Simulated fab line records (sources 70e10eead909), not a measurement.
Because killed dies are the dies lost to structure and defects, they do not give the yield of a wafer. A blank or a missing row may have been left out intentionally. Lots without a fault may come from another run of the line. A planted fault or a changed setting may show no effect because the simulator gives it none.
2 desks, one fault    flow nand harc    each desk holds nothing but its own numbers, with what lay behind them at the end

METROLOGY DESK
What the gauges read, lot by lot, whatever tool the lot ran on: means of the sampled wafers that have a number. The brackets show how far a lot's mean lies from the usual mean; more than 4 standard deviations puts the lot out of limits, marked OUT.
Columns: A = cd nm at NHARC_A_BLC_CD_MEAS_10, usual 100.2 nm; B = overlay x nm at NHARC_A_BLC_OVL_MEAS_11, usual 0.0 nm; C = overlay y nm at NHARC_A_BLC_OVL_MEAS_11, usual -0.2 nm; D = cd nm at NHARC_A_BLC_CD_MEAS_19, usual 100.0 nm
lot   first seen here  A      B    C     D
L936  day 17 15:05     99.8   0.2  -0.1  99.5
L938  day 17 21:27     100.9  0.4  0.8   100.5
L943  day 19 16:24     101.2  1.3  0.5   103.0
L950  day 20 21:49     100.7  0.2  -0.2  99.4
L956  day 22 19:49     99.8   0.5  -0.1  99.7
This desk's verdict: no lot among the 5 shows anything out of limits.

THE DEFECT DESK
Counts from the inspections along the route, per lot, as means over the sampled wafers that have a number. The brackets show how far a lot's mean lies from the usual mean; more than 4 standard deviations puts the lot out of limits, marked OUT.
Columns: A = raw defect count at NHARC_A_BLC_INSPECT_12, usual 31
lot   first seen here  A
L936  day 17 15:13     33
L938  day 17 21:35     22
L943  day 19 16:32     26
L950  day 20 21:56     27
L956  day 22 19:57     16
This desk's verdict: no lot among the 5 shows anything out of limits.

TAKEN TOGETHER
From the metrology desk's view, nothing was out of limits.
Nothing out of limits was seen by the defect desk.

WHAT THE SIMULATOR HAD PUT IN
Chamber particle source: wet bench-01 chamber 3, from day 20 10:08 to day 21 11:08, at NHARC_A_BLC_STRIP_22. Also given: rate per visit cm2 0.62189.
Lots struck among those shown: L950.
